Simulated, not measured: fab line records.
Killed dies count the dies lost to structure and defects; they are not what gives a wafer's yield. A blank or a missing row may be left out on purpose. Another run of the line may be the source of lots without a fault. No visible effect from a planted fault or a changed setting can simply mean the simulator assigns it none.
fab line records | flow nand-harc
record: lots: 12 | wafers: 36 | last-day: 33
route steps=1302 shown P_ZERO_WELL@11 P_GATE@185
lots untouched by any fault: they come from a run of this same line in which no faults occurred
start-h: hours from the record's opening day to when the first of the lot's shown wafers began | wait-h: time in hours since the lot's previous step | " as in the row above | L1.1+2: one row covering several wafers at once | - either no value or no given start | * or withheld: withheld | < > ~ a bound
route shown NAME@n: a module of which the file shows steps, and the number in the route of the first | usual: average and standard deviation across the fault-free wafers | same: alike in all rows | chamber/n: place in a boat | sites: readings site by site | _std_site: how widely they spread, as a standard deviation | _edge_site: inner sites' mean taken away from outer sites' mean | radius-mm: how far each site lies from the wafer's centre | mask NAME#n: copy n | behind: tool/chamber where the wafer was last shaped | hold: the reason the lot was held/the length of the hold in hours/how it ended | device: names the non-switching transistor (n, p or np) | end of line: the tests these same wafers got at the end of their route | a step without rows: its recipe alone | killed: count of dies lost to structure and defects at first sort (not the wafer's yield) | map: a wafer's dies, marking killed ones x, the rest . and places with no die _
set.NAME: the setting as run; set.NAME@STEP: as run at that earlier step | model.NAME: the simulator's own value behind a step, which no gauge read
the route's steps for a sample of lots (tables are steps, rows are wafers)
services: from which hour (start-h, from the record's first day; less than 0 if before it) a tool's chamber was out of use, for how many hours, and why
== steps ==
step: NHARC_P_ZERO_WELL_EXPOSE_08
recipe: na: 0.55 | target-cd-nm: 500 | dose-mj: 33.8 | mask-id: P_ZERO
usual: exposure-dose-mJ-cm2: 33.80/0.031 | focus-offset-nm: 0.0/0.54
lot.wafer | tool           | chamber | start-h | wait-h | mask     | exposure-dose-mJ-cm2 | focus-offset-nm
L616.2    | krf-scanner-04 | 0       | 31.09   | -      | P_ZERO#0 | 33.81                | 0.4
L616.4    | "              | 0       | "       | "      | P_ZERO#0 | 33.80                | 0.0
L616.6    | "              | 0       | "       | "      | P_ZERO#0 | 33.83                | -0.3
L617.2    | krf-scanner-03 | 0       | 41.10   | -      | P_ZERO#0 | 33.78                | 0.6
L617.3    | "              | 0       | "       | "      | P_ZERO#0 | 33.77                | 0.1
L617.6    | "              | 0       | "       | "      | P_ZERO#0 | 33.78                | -0.5
L620.1    | krf-scanner-03 | 0       | 70.96   | -      | P_ZERO#0 | 33.80                | 0.4
L620.4    | "              | 0       | "       | "      | P_ZERO#0 | 33.76                | -0.2
L620.5    | "              | 0       | "       | "      | P_ZERO#0 | 33.78                | 0.0
L621.3    | krf-scanner-01 | 0       | 81.13   | -      | P_ZERO#0 | 33.82                | 0.0
L621.4    | "              | 0       | "       | "      | P_ZERO#0 | 33.83                | 0.1
L621.5    | "              | 0       | "       | "      | P_ZERO#0 | 33.80                | -1.2
L623.2    | krf-scanner-04 | 0       | 101.09  | -      | P_ZERO#0 | 33.79                | -0.9
L623.4    | "              | 0       | "       | "      | P_ZERO#0 | 33.85                | -0.6
L623.5    | "              | 0       | "       | "      | P_ZERO#0 | 33.84                | 0.2
L626.3    | krf-scanner-04 | 0       | 130.97  | -      | P_ZERO#0 | 31.94                | 0.7
L626.4    | "              | 0       | "       | "      | P_ZERO#0 | 31.99                | 0.5
L626.6    | "              | 0       | "       | "      | P_ZERO#0 | 31.94                | 0.6
L631.1    | krf-scanner-04 | 0       | 181.20  | -      | P_ZERO#0 | 32.27                | -0.8
L631.3    | "              | 0       | "       | "      | P_ZERO#0 | 32.34                | -0.7
L631.4    | "              | 0       | "       | "      | P_ZERO#0 | 32.30                | -1.1
L632.2    | krf-scanner-04 | 0       | 191.08  | -      | P_ZERO#0 | 32.63                | 0.8
L632.3    | "              | 0       | "       | "      | P_ZERO#0 | 32.61                | 0.4
L632.5    | "              | 0       | "       | "      | P_ZERO#0 | 32.60                | 0.5
L633.1    | krf-scanner-03 | 0       | 201.09  | -      | P_ZERO#0 | 33.84                | 0.5
L633.2    | "              | 0       | "       | "      | P_ZERO#0 | 33.80                | 0.4
L633.4    | "              | 0       | "       | "      | P_ZERO#0 | 33.77                | 1.1
L635.2    | krf-scanner-01 | 0       | 220.98  | -      | P_ZERO#0 | 33.78                | -0.3
L635.4    | "              | 0       | "       | "      | P_ZERO#0 | 33.76                | 0.0
L635.6    | "              | 0       | "       | "      | P_ZERO#0 | 33.77                | 0.2
L636.2    | krf-scanner-01 | 0       | 231.09  | -      | P_ZERO#0 | 33.78                | 0.0
L636.4    | "              | 0       | "       | "      | P_ZERO#0 | 33.78                | 0.1
L636.5    | "              | 0       | "       | "      | P_ZERO#0 | 33.81                | -0.1
L637.4    | krf-scanner-01 | 0       | 240.98  | -      | P_ZERO#0 | 33.75                | -0.4
L637.5    | "              | 0       | "       | "      | P_ZERO#0 | 33.80                | 0.3
L637.6    | "              | 0       | "       | "      | P_ZERO#0 | 33.80                | 0.1
step: NHARC_P_ZERO_WELL_CD_MEAS_11
recipe: target-cd-nm: 500 | landing-energy-ev: 500
usual: cd-nm: 499.2/1.8
lot.wafer | tool      | chamber | start-h | wait-h | cd-nm
L616.2    | cd-sem-02 | 0       | 31.24   | -      | 496.2
L616.4    | "         | 0       | "       | "      | 494.7
L616.6    | "         | 0       | "       | "      | 500.2
L617.2    | cd-sem-01 | 0       | 41.25   | -      | 499.8
L617.3    | "         | 0       | "       | "      | 498.1
L617.6    | "         | 0       | "       | "      | 500.4
L620.1    | cd-sem-02 | 0       | 71.11   | -      | 497.1
L620.4    | "         | 0       | "       | "      | 500.2
L620.5    | "         | 0       | "       | "      | 500.0
L621.3    | cd-sem-03 | 0       | 81.28   | -      | 499.0
L621.4    | "         | 0       | "       | "      | 497.7
L621.5    | "         | 0       | "       | "      | 495.0
L623.2    | cd-sem-01 | 0       | 101.24  | -      | 497.7
L623.4    | "         | 0       | "       | "      | 502.7
L623.5    | "         | 0       | "       | "      | 503.8
L626.3    | cd-sem-03 | 0       | 131.12  | -      | 491.2
L626.4    | "         | 0       | "       | "      | 489.1
L626.6    | "         | 0       | "       | "      | 490.4
L631.1    | cd-sem-02 | 0       | 181.35  | -      | 491.0
L631.3    | "         | 0       | "       | "      | 492.8
L631.4    | "         | 0       | "       | "      | 489.9
L632.2    | cd-sem-01 | 0       | 191.23  | -      | 493.0
L632.3    | "         | 0       | "       | "      | 490.8
L632.5    | "         | 0       | "       | "      | 492.0
L633.1    | cd-sem-01 | 0       | 201.24  | -      | 499.2
L633.2    | "         | 0       | "       | "      | 495.8
L633.4    | "         | 0       | "       | "      | 500.4
L635.2    | cd-sem-03 | 0       | 221.13  | -      | 498.0
L635.4    | "         | 0       | "       | "      | 500.8
L635.6    | "         | 0       | "       | "      | 498.9
L636.2    | cd-sem-02 | 0       | 231.24  | -      | 498.3
L636.4    | "         | 0       | "       | "      | 501.1
L636.5    | "         | 0       | "       | "      | 497.9
L637.4    | cd-sem-01 | 0       | 241.12  | -      | 501.7
L637.5    | "         | 0       | "       | "      | 499.7
L637.6    | "         | 0       | "       | "      | 499.8
step: NHARC_P_ZERO_WELL_ETCH_63
recipe: target-depth-a: 1200 | time-s: 40.1 | hbr-flow-sccm: 150 | cl2-flow-sccm: 50 | rf-w: 400 | icp-w: 400 | bias-w: 100 | chemistry: HBr/Cl2
usual: drypump-motor-current-A: 6.1/0.42 | oes-product-au: 1.003/0.0086 | rf-fwd-power-W: 395.0/1.8 | throttle-valve-pct: 26.408/0.0085
lot.wafer | tool      | chamber | start-h | wait-h | drypump-motor-current-A | oes-product-au | rf-fwd-power-W | rf-hours-counter-h | throttle-valve-pct
L616.4    | rie-si-02 | 0       | 31.69   | -      | 5.1                     | 0.988          | 395.6          | 0.46               | 26.409
L616.2    | "         | 2       | "       | "      | 5.7                     | 0.998          | 394.9          | 0.55               | 26.410
L616.6    | "         | 0       | "       | "      | 5.1                     | 0.985          | 396.2          | -                  | 26.417
L617.3    | rie-si-06 | 3       | 41.71   | -      | 5.9                     | 0.997          | 394.0          | 1.17               | 26.409
L617.2    | "         | 0       | "       | "      | 6.6                     | 1.003          | 394.3          | 1.13               | 26.395
L617.6    | "         | 0       | "       | "      | 6.6                     | 1.008          | 392.5          | -                  | 26.400
L620.1    | rie-si-01 | 3       | 72.02   | -      | 6.5                     | 0.988          | 393.9          | 0.34               | 26.402
L620.4    | "         | 0       | "       | "      | 6.4                     | 1.009          | 395.2          | 0.35               | 26.410
L620.5    | "         | 3       | "       | "      | 6.5                     | 0.995          | 392.9          | -                  | 26.411
L621.3    | rie-si-01 | 2       | 81.76   | -      | 5.8                     | 1.010          | 398.2          | 0.35               | 26.424
L621.5    | "         | 0       | "       | "      | 6.4                     | 1.012          | 394.8          | -                  | 26.419
L621.4    | "         | 2       | "       | "      | 5.9                     | 1.012          | 398.0          | -                  | 26.397
L623.2    | rie-si-01 | 0       | 101.68  | -      | 6.4                     | 1.011          | 397.0          | 0.55               | 26.422
L623.4    | "         | 1       | "       | "      | 6.1                     | 1.013          | 393.2          | 0.48               | 26.414
L623.5    | "         | 3       | "       | "      | 6.5                     | 0.995          | 395.2          | -                  | 26.410
L626.4    | rie-si-01 | 2       | 131.53  | -      | 5.9                     | 1.005          | 399.7          | 0.71               | 26.415
L626.3    | "         | 3       | "       | "      | 6.5                     | 1.002          | 395.4          | 0.63               | 26.397
L626.6    | "         | 2       | "       | "      | 5.8                     | 1.006          | 398.1          | -                  | 26.415
L631.1    | rie-si-02 | 2       | 181.76  | -      | 5.8                     | 0.996          | 393.8          | 0.47               | 26.398
L631.4    | "         | 3       | "       | "      | 6.3                     | 1.000          | 396.5          | 0.42               | 26.410
L631.3    | "         | 0       | "       | "      | 5.1                     | 0.995          | 392.6          | 0.38               | 26.414
L632.3    | rie-si-02 | 1       | 191.66  | -      | 6.5                     | 0.999          | 392.7          | 0.45               | 26.406
L632.2    | "         | 3       | "       | "      | 6.2                     | 1.001          | 396.3          | 0.47               | 26.402
L632.5    | "         | 1       | "       | "      | 6.5                     | 0.997          | 395.1          | -                  | 26.402
L633.1    | rie-si-06 | 3       | 201.69  | -      | 5.9                     | 0.997          | 393.8          | 0.75               | 26.421
L633.2    | "         | 0       | "       | "      | 6.6                     | 0.995          | 391.8          | 0.71               | 26.417
L633.4    | "         | 2       | "       | "      | 5.7                     | 0.988          | 393.9          | 0.79               | 26.415
L635.4    | rie-si-02 | 1       | 221.55  | -      | 6.5                     | 1.002          | 394.2          | 0.61               | 26.407
L635.2    | "         | 2       | "       | "      | 5.7                     | 1.009          | 395.4          | 0.67               | 26.412
L635.6    | "         | 1       | "       | "      | 6.5                     | 1.004          | 395.1          | -                  | 26.399
L636.2    | rie-si-06 | 3       | 231.78  | -      | 5.9                     | 1.000          | 395.2          | 0.90               | 26.410
L636.4    | "         | 0       | "       | "      | 6.6                     | 0.992          | 391.0          | 0.84               | 26.394
L636.5    | "         | 0       | "       | "      | 6.6                     | 1.004          | 391.3          | -                  | 26.420
L637.4    | rie-si-01 | 0       | 241.57  | -      | 6.4                     | 1.018          | 397.0          | 0.31               | 26.414
L637.6    | "         | 1       | "       | "      | 6.1                     | 0.998          | 394.9          | -                  | 26.399
L637.5    | "         | 2       | "       | "      | 5.9                     | 0.998          | 396.8          | -                  | 26.406
step: NHARC_P_ZERO_WELL_CD_MEAS_37
recipe: target-cd-nm: 720 | landing-energy-ev: 500
usual: cd-nm: 720.1/1.7
lot.wafer | tool      | chamber | start-h | wait-h | cd-nm
L616.2    | cd-sem-03 | 0       | 34.14   | -      | 718.0
L616.4    | "         | 0       | "       | "      | 719.4
L616.6    | "         | 0       | "       | "      | 721.5
L617.2    | cd-sem-02 | 0       | 44.22   | -      | 717.2
L617.3    | "         | 0       | "       | "      | 719.0
L617.6    | "         | 0       | "       | "      | 718.4
L620.1    | cd-sem-03 | 0       | 74.46   | -      | 722.2
L620.4    | "         | 0       | "       | "      | 720.9
L620.5    | "         | 0       | "       | "      | 722.0
L621.3    | cd-sem-02 | 0       | 84.35   | -      | 719.6
L621.4    | "         | 0       | "       | "      | 720.0
L621.5    | "         | 0       | "       | "      | 719.8
L623.2    | cd-sem-02 | 0       | 104.28  | -      | 718.2
L623.4    | "         | 0       | "       | "      | 721.8
L623.5    | "         | 0       | "       | "      | 721.0
L626.3    | cd-sem-03 | 0       | 133.87  | -      | 722.1
L626.4    | "         | 0       | "       | "      | 719.4
L626.6    | "         | 0       | "       | "      | 721.2
L631.1    | cd-sem-02 | 0       | 184.32  | -      | 719.0
L631.3    | "         | 0       | "       | "      | 720.3
L631.4    | "         | 0       | "       | "      | 720.1
L632.2    | cd-sem-03 | 0       | 194.21  | -      | 720.6
L632.3    | "         | 0       | "       | "      | 720.1
L632.5    | "         | 0       | "       | "      | 719.6
L633.1    | cd-sem-01 | 0       | 204.13  | -      | 717.9
L633.2    | "         | 0       | "       | "      | 719.1
L633.4    | "         | 0       | "       | "      | 715.8
L635.2    | cd-sem-01 | 0       | 224.04  | -      | 719.8
L635.4    | "         | 0       | "       | "      | 720.0
L635.6    | "         | 0       | "       | "      | 722.6
L636.2    | cd-sem-02 | 0       | 234.22  | -      | 718.0
L636.4    | "         | 0       | "       | "      | 718.2
L636.5    | "         | 0       | "       | "      | 716.1
L637.4    | cd-sem-01 | 0       | 244.11  | -      | 720.6
L637.5    | "         | 0       | "       | "      | 718.4
L637.6    | "         | 0       | "       | "      | 719.9
step: NHARC_P_GATE_CD_MEAS_59
recipe: target-cd-nm: 720 | landing-energy-ev: 500
usual: cd-nm: 720.1/1.6
lot.wafer | tool      | chamber | start-h | wait-h | cd-nm
L617.2    | cd-sem-03 | 0       | 134.83  | -      | 719.8
L617.3    | "         | 0       | "       | "      | 718.9
L617.6    | "         | 0       | "       | "      | 717.5
L616.2    | cd-sem-02 | 0       | 135.63  | -      | 721.7
L616.4    | "         | 0       | "       | "      | 720.7
L616.6    | "         | 0       | "       | "      | 719.3
L620.1    | cd-sem-01 | 0       | 166.22  | -      | 721.1
L620.4    | "         | 0       | "       | "      | 722.3
L620.5    | "         | 0       | "       | "      | 722.6
L621.3    | cd-sem-03 | 0       | 170.35  | -      | 720.7
L621.4    | "         | 0       | "       | "      | 720.7
L621.5    | "         | 0       | "       | "      | 722.3
L623.2    | cd-sem-03 | 0       | 187.44  | -      | 719.5
L623.4    | "         | 0       | "       | "      | 717.2
L623.5    | "         | 0       | "       | "      | 718.2
L626.3    | cd-sem-02 | 0       | 216.45  | -      | 719.5
L626.4    | "         | 0       | "       | "      | 718.5
L626.6    | "         | 0       | "       | "      | 719.8
L631.1    | cd-sem-02 | 0       | 270.59  | -      | 719.3
L631.3    | "         | 0       | "       | "      | 718.8
L631.4    | "         | 0       | "       | "      | 718.7
L632.2    | cd-sem-01 | 0       | 281.63  | -      | 722.9
L632.3    | "         | 0       | "       | "      | 721.8
L632.5    | "         | 0       | "       | "      | 720.9
L633.1    | cd-sem-01 | 0       | 293.65  | -      | 723.9
L633.2    | "         | 0       | "       | "      | 723.5
L633.4    | "         | 0       | "       | "      | 719.9
L635.2    | cd-sem-02 | 0       | 312.07  | -      | 718.6
L635.4    | "         | 0       | "       | "      | 719.1
L635.6    | "         | 0       | "       | "      | 720.8
L636.2    | cd-sem-01 | 0       | 319.19  | -      | 721.0
L636.4    | "         | 0       | "       | "      | 717.9
L636.5    | "         | 0       | "       | "      | 717.2
L637.4    | cd-sem-02 | 0       | 331.98  | -      | 719.1
L637.5    | "         | 0       | "       | "      | 718.3
L637.6    | "         | 0       | "       | "      | 721.6
== services ==
tool           | chamber | start-h | hours | kind
krf-scanner-04 | -       | 10.00   | 4.0   | pm
rie-si-01      | -       | 16.00   | 9.0   | pm
rie-si-06      | 1       | 29.06   | 10.8  | repair
rie-si-06      | 2       | 32.57   | 5.0   | repair
rie-si-01      | 1       | 32.97   | 8.0   | repair
krf-scanner-03 | -       | 52.01   | 4.0   | pm
krf-scanner-03 | -       | 60.23   | 0.6   | repair
rie-si-06      | -       | 72.00   | 9.0   | pm
rie-si-01      | 3       | 80.52   | 2.1   | repair
rie-si-02      | -       | 89.92   | 0.3   | repair
rie-si-02      | -       | 100.00  | 9.0   | pm
krf-scanner-04 | -       | 121.51  | 2.1   | repair
krf-scanner-01 | -       | 130.02  | 2.0   | repair
krf-scanner-01 | -       | 140.00  | 4.0   | pm
krf-scanner-04 | -       | 149.23  | 8.2   | repair
krf-scanner-04 | -       | 179.29  | 1.4   | repair
krf-scanner-04 | -       | 182.00  | 4.0   | pm
krf-scanner-03 | -       | 186.09  | 0.4   | repair
rie-si-01      | -       | 193.00  | 9.0   | pm
krf-scanner-04 | -       | 196.10  | 0.2   | repair
krf-scanner-04 | -       | 200.71  | 1.2   | repair
krf-scanner-01 | -       | 205.93  | 0.3   | repair
krf-scanner-03 | -       | 208.50  | 0.1   | repair
rie-si-02      | 3       | 239.60  | 42.5  | repair
== key ==
first-sign: step: NHARC_P_ZERO_WELL_EXPOSE_08 | reading: exposure-dose-mJ-cm2 | direction: down | sigmas: 48 | usual: 33.80 | struck: 32.29
effect: step: NHARC_P_ZERO_WELL_CD_MEAS_11 | reading: cd-nm | direction: down | sigmas: 4.5 | usual: 499.2 | struck: 491.1 | through: control-loop
met-at NHARC_P_ZERO_WELL_EXPOSE_08
struck-lots L626,L631,L632
tester-left-out L626,L631,L632
loop-trim: step: NHARC_P_ZERO_WELL_EXPOSE_08 | setting: dose | lots: L631,L632
not-acting-at NHARC_P_ZERO_WELL_ETCH_63,NHARC_P_ZERO_WELL_CD_MEAS_37,NHARC_P_GATE_CD_MEAS_59
onset-between 101.09 130.97
fault: kind: process-parameter-drift | tool: krf-scanner-04 | chamber: - | onset-h: 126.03 | steps: NHARC_P_ZERO_WELL_EXPOSE_08 | channel: dose-mj | offset: -1.874 | shape: step | acts-in: these-recipes-only | stated: 33.8
tester-left-out: of these lots the tester's yield and bins aren't shown, on N5 and GAA mostly nor the transistor test; their killed dies are dies lost to structure and defects alone, not to doping, threshold or leakage, so they don't give the yield
loop-trim: a control loop set the setting to another value than it would have without faults
